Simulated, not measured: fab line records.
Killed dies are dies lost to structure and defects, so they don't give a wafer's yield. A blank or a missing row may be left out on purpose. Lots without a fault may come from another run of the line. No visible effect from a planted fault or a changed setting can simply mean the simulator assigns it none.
Which tool is to blame? + flow n5_finfet + 30 wafers from 10 lots sampled at 5 of the route's 1938 steps

== WHAT EACH GAUGE READ, for each wafer ==
Not one reading of a measure or inspect step in the record can be checked against a usual standard deviation.

== WHICH TOOL RAN EACH LOT (tool, then ch and the chambers of the sampled wafers, then the start) ==
| lot  | N5_BEOL_M5_ALD_86                   | N5_PASSIVATION_AL_ETCH_33         | N5_PASSIVATION_STRIP_34            | N5_PASSIVATION_PASS_ETCH_47        | N5_PASSIVATION_PROBE_49 |
|------|-------------------------------------|-----------------------------------|------------------------------------|------------------------------------|-------------------------|
| L384 | ald_metal-04 ch 0,2,3, day 8 14:40  | rie_metal-02 ch 0, day 12 09:48   | rie_diel-01 ch 0,1,3, day 12 10:19 | rie_diel-01 ch 0,1, day 12 11:43   | prober-01, day 12 14:47 |
| L383 | ald_metal-04 ch 2,3, day 8 21:56    | rie_metal-01 ch 0,1, day 12 21:08 | rie_diel-02 ch 0,2,3, day 12 21:40 | rie_diel-04 ch 0,2,3, day 12 22:49 | prober-01, day 13 01:53 |
| L386 | ald_metal-04 ch 0,2,3, day 9 08:03  | rie_metal-01 ch 0,1, day 13 02:11 | rie_diel-04 ch 0,1,2, day 13 02:34 | rie_diel-04 ch 1,2, day 13 03:44   | prober-01, day 13 06:52 |
| L391 | ald_metal-04 ch 1,2, day 10 06:38   | rie_metal-02 ch 0,1, day 14 04:36 | rie_diel-02 ch 0,2,3, day 14 05:14 | rie_diel-01 ch 2,3, day 14 06:49   | prober-01, day 14 10:29 |
| L390 | ald_metal-02 ch 0,1, day 10 13:50   | rie_metal-03 ch 0,1, day 14 05:55 | rie_diel-01 ch 0,2,3, day 14 06:29 | rie_diel-02 ch 0,1,3, day 14 07:47 | -                       |
| L394 | ald_metal-04 ch 0,2, day 11 02:11   | rie_metal-03 ch 0, day 14 20:36   | rie_diel-04 ch 0,2,3, day 14 21:07 | rie_diel-01 ch 0,1,2, day 14 22:26 | prober-01, day 15 01:28 |
| L400 | ald_metal-04 ch 0,2,3, day 12 14:39 | rie_metal-01 ch 0,1, day 16 13:32 | rie_diel-04 ch 0,1,3, day 16 14:04 | rie_diel-02 ch 1,2,3, day 16 15:16 | prober-01, day 16 18:17 |
| L404 | ald_metal-04 ch 0,1, day 13 13:07   | rie_metal-02 ch 1, day 17 10:53   | rie_diel-02 ch 0,2, day 17 11:49   | rie_diel-01 ch 0,1,2, day 17 13:01 | prober-01, day 17 16:07 |
| L402 | ald_metal-04 ch 0,3, day 13 14:47   | rie_metal-03 ch 0,1, day 17 15:33 | rie_diel-02 ch 0,1,3, day 17 16:04 | rie_diel-04 ch 0,1, day 17 17:16   | prober-02, day 17 20:19 |
| L403 | ald_metal-03 ch 0,1,2, day 13 23:38 | rie_metal-03 ch 0, day 17 20:35   | rie_diel-04 ch 0,1, day 17 21:07   | rie_diel-01 ch 0,1,3, day 17 22:37 | -                       |
- N5_BEOL_M5_ALD_86: deposits TaN, pulse time 2 s, purge time 3 s, co reactant purge time 2 s.
- N5_PASSIVATION_AL_ETCH_33: etches Al in Cl2/BCl3, stops on TaN, target depth 2800 nm, time 466.7 s.
- N5_PASSIVATION_STRIP_34: strips in O2.
- N5_PASSIVATION_PASS_ETCH_47: etches SiNx in CF4/O2, target depth 770 nm, time 385 s.
- N5_PASSIVATION_PROBE_49

== AS READ BY THE TOOLS THEMSELVES (means over the sampled wafers that have a number; for cases with no such wafer, the mark the record gives instead) ==
N5_BEOL_M5_ALD_86. Usual: heater_power_w 437 W, standard deviation 46; mfc_carrier_sccm 1500 sccm, standard deviation 4.4.
| lot  | tool         | heater_power_w (W) | mfc_carrier_sccm (sccm) | flag |
|------|--------------|--------------------|-------------------------|------|
| L384 | ald_metal-04 | 465                | 1500                    |      |
| L383 | ald_metal-04 | 490                | 1496                    |      |
| L386 | ald_metal-04 | 467                | 1502                    |      |
| L391 | ald_metal-04 | 483                | 1498                    |      |
| L390 | ald_metal-02 | 420                | 1501                    |      |
| L394 | ald_metal-04 | 471                | 1499                    |      |
| L400 | ald_metal-04 | 468                | 1504                    |      |
| L404 | ald_metal-04 | 430                | 1499                    |      |
| L402 | ald_metal-04 | 467                | 1504                    |      |
| L403 | ald_metal-03 | 360                | 1500                    |      |

N5_PASSIVATION_AL_ETCH_33. Usual: drypump_motor_current_A 5.7 A, standard deviation 0.35; oes_product_au 0.73 a.u., standard deviation 0.09; throttle_valve_pct 34.33 %, standard deviation 0.25.
| lot  | tool         | drypump_motor_current_A (A) | oes_product_au (a.u.) | throttle_valve_pct (%) | flag |
|------|--------------|-----------------------------|-----------------------|------------------------|------|
| L384 | rie_metal-02 | 4.9                         | 0.59                  | 34.10                  |      |
| L383 | rie_metal-01 | 6.0                         | 0.77                  | 34.17                  |      |
| L386 | rie_metal-01 | 6.0                         | 0.77                  | 34.16                  |      |
| L391 | rie_metal-02 | 5.2                         | 0.68                  | 34.20                  |      |
| L390 | rie_metal-03 | 5.7                         | 0.68                  | 34.50                  |      |
| L394 | rie_metal-03 | 5.9                         | 0.81                  | 34.34                  |      |
| L400 | rie_metal-01 | 6.0                         | 0.74                  | 34.19                  |      |
| L404 | rie_metal-02 | 5.7                         | 0.81                  | 34.30                  |      |
| L402 | rie_metal-03 | 5.8                         | 0.73                  | 34.41                  |      |
| L403 | rie_metal-03 | 6.0                         | 0.79                  | 34.34                  |      |

N5_PASSIVATION_STRIP_34. Usual: drypump_motor_current_A 5.7 A, standard deviation 0.52; oes_product_au 0.79 a.u., standard deviation 0.09; rf_vpp_V 3.6 V, standard deviation 1.4; showerhead_plenum_p_Torr 2.09 Torr, standard deviation 0.063; temp_c 60.01 C, standard deviation 0.13; throttle_valve_pct 16.74 %, standard deviation 0.23.
| lot  | tool        | drypump_motor_current_A (A) | oes_product_au (a.u.) | rf_vpp_V (V) | showerhead_plenum_p_Torr (Torr) | temp_c (C) | throttle_valve_pct (%) | flag |
|------|-------------|-----------------------------|-----------------------|--------------|---------------------------------|------------|------------------------|------|
| L384 | rie_diel-01 | 5.7                         | 0.80                  | 2.6          | 2.12                            | 59.91      | 16.51                  |      |
| L383 | rie_diel-02 | 5.5                         | 0.77                  | 3.3          | 2.12                            | 60.05      | 16.83                  |      |
| L386 | rie_diel-04 | 6.3                         | 0.84                  | 3.5          | 2.03                            | 60.00      | 16.77                  |      |
| L391 | rie_diel-02 | 5.5                         | 0.78                  | 1.7          | 2.12                            | 60.03      | 16.85                  |      |
| L390 | rie_diel-01 | 5.6                         | 0.78                  | 4.3          | 2.08                            | 59.89      | 16.59                  |      |
| L394 | rie_diel-04 | 6.1                         | 0.82                  | 3.4          | 2.08                            | 60.04      | 16.75                  |      |
| L400 | rie_diel-04 | 6.0                         | 0.85                  | 3.2          | 2.10                            | 60.00      | 16.87                  |      |
| L404 | rie_diel-02 | 5.7                         | 0.79                  | 4.7          | 2.14                            | 60.19      | 16.82                  |      |
| L402 | rie_diel-02 | 5.7                         | 0.83                  | 3.4          | 2.08                            | 60.11      | 16.83                  |      |
| L403 | rie_diel-04 | 6.5                         | 0.91                  | 4.7          | 2.18                            | 60.06      | 16.82                  |      |

N5_PASSIVATION_PASS_ETCH_47. Usual: drypump_motor_current_A 5.7 A, standard deviation 0.54; oes_product_au 0.77 a.u., standard deviation 0.076; rf_vpp_V 240 V, standard deviation 4.6; showerhead_plenum_p_Torr 2.19 Torr, standard deviation 0.059; throttle_valve_pct 15.95 %, standard deviation 0.25.
| lot  | tool        | drypump_motor_current_A (A) | oes_product_au (a.u.) | rf_vpp_V (V) | showerhead_plenum_p_Torr (Torr) | throttle_valve_pct (%) | flag |
|------|-------------|-----------------------------|-----------------------|--------------|---------------------------------|------------------------|------|
| L384 | rie_diel-01 | 5.4                         | 0.81                  | 236          | 2.22                            | 15.85                  |      |
| L383 | rie_diel-04 | 6.1                         | 0.75                  | 240          | 2.11                            | 16.04                  |      |
| L386 | rie_diel-04 | 6.0                         | 0.94                  | 241          | 2.16                            | 15.80                  |      |
| L391 | rie_diel-01 | 5.9                         | 0.76                  | 240          | 2.19                            | 15.63                  |      |
| L390 | rie_diel-02 | 5.7                         | 0.74                  | 238          | 2.20                            | 16.15                  |      |
| L394 | rie_diel-01 | 5.3                         | 0.77                  | 240          | 2.19                            | 15.90                  |      |
| L400 | rie_diel-02 | 5.8                         | 0.68                  | 240          | 2.20                            | 16.25                  |      |
| L404 | rie_diel-01 | 5.3                         | 0.75                  | 239          | 2.18                            | 15.94                  |      |
| L402 | rie_diel-04 | 6.5                         | 0.90                  | 246          | 2.27                            | 15.92                  |      |
| L403 | rie_diel-01 | 5.7                         | 0.75                  | 237          | 2.21                            | 15.80                  |      |

N5_PASSIVATION_PROBE_49. Usual: defect_limited_yield 91.3 %, standard deviation 1.4; killed_at_M0_to_M3 36, standard deviation 11; killed_at_M4_up 13, standard deviation 5.2; killed_at_contacts 13, standard deviation 6.5; killed_at_front_end 37, standard deviation 11; killed_at_other 3.6, standard deviation 2.9; killed_dies 103, standard deviation 17; killed_on_rim 13, standard deviation 3.6; killed_open 68, standard deviation 12; killed_short 33, standard deviation 7.3; sort_bin_4_leakage 0.01 %, standard deviation 0.039; sort_bin_5_function 5.2 %, standard deviation 0.91; sort_bin_6_memory 3.2 %, standard deviation 0.67; sort_bin_8_speed 0.00 %, standard deviation 0.0099; sort_n_pass 1077, standard deviation 17; sort_yield_pct 91.3 %, standard deviation 1.4.
| lot  | tool      | defect_limited_yield (%) | killed_at_M0_to_M3 | killed_at_M4_up | killed_at_contacts | killed_at_front_end | killed_at_other | killed_dies | killed_on_rim | killed_open | killed_short | sort_bin_4_leakage (%) | sort_bin_5_function (%) | sort_bin_6_memory (%) | sort_bin_8_speed (%) | sort_n_pass | sort_yield_pct (%) | flag |
|------|-----------|--------------------------|--------------------|-----------------|--------------------|---------------------|-----------------|-------------|---------------|-------------|--------------|------------------------|-------------------------|-----------------------|----------------------|-------------|--------------------|------|
| L384 | prober-01 | 90.4                     | 35                 | 14              | 14                 | 49                  | 1.0             | 113         | 15            | 80          | 32           | 0.00                   | 5.9                     | 3.5                   | 0.00                 | 1067        | 90.4               |      |
| L383 | prober-01 | 92.4                     | 29                 | 7               | 15                 | 34                  | 4.3             | 90          | 16            | 60          | 29           | 0.00                   | 4.7                     | 2.7                   | 0.00                 | 1090        | 92.4               |      |
| L386 | prober-01 | 91.8                     | 44                 | 10              | 16                 | 24                  | 3.3             | 97          | 12            | 67          | 30           | 0.00                   | 4.7                     | 3.3                   | 0.00                 | 1083        | 91.8               |      |
| L391 | prober-01 | 93.6                     | 29                 | 9               | 8                  | 29                  | 0.7             | 76          | 8             | 53          | 23           | 0.00                   | 3.7                     | 2.6                   | 0.00                 | 1104        | 93.6               |      |
| L394 | prober-01 | 91.4                     | 36                 | 13              | 14                 | 33                  | 5.7             | 102         | 11            | 65          | 37           | 0.00                   | 4.9                     | 3.3                   | 0.00                 | 1078        | 91.4               |      |
| L400 | prober-01 | 82.8                     | 24                 | 134             | 7                  | 33                  | 4.7             | 203         | 19            | 54          | 25           | 0.00                   | 10.9                    | 3.4                   | 0.03                 | 977         | 82.8               | OFF  |
| L404 | prober-01 | 85.5                     | 27                 | 93              | 12                 | 35                  | 5.0             | 171         | 26            | 62          | 27           | 0.14                   | 8.0                     | 3.7                   | 0.00                 | 1007        | 85.4               | OFF  |
| L402 | prober-02 | 81.6                     | 36                 | 140             | 13                 | 27                  | 1.0             | 217         | 18            | 58          | 29           | 0.00                   | 11.6                    | 3.5                   | 0.00                 | 963         | 81.6               | OFF  |

== THE ANSWER, worked out from the rows above alone ==
Rule: a lot is off if the mean of its wafers that have a number lies more than 3 standard deviations from the usual mean. Also off: a lot with no number at a reading for which 4 or more lots have one. All remaining lots with rows at the step are treated as sound. First the gauges in route order, then the tools' own readings, where a lot's mean is used as printed above. The first step at which some lot is off is used, and at that step the reading that is off furthest; a lot without a number counts as furthest.
Off at N5_PASSIVATION_PROBE_49 (killed_at_M4_up): L400, L404, L402. Neither off nor sound, because the step has no rows for them: L390, L403.
If a tool, at that step or one of the process steps before it, ran each lot that is off and ran no sound lot following the first of them, it fits. One fits: N5_BEOL_M5_ALD_86 on ald_metal-04. A fault onset in the window from L394 (day 11 02:11, its last sound lot) to L400 (day 12 14:39, its first lot off) fits.

== WHAT HAD BEEN PUT IN BY THE SIMULATOR ==
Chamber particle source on ald_metal-04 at N5_BEOL_M5_ALD_86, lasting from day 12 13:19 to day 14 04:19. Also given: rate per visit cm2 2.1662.
Lots struck among those shown: L400, L404, L402. The same result came from the rule above.
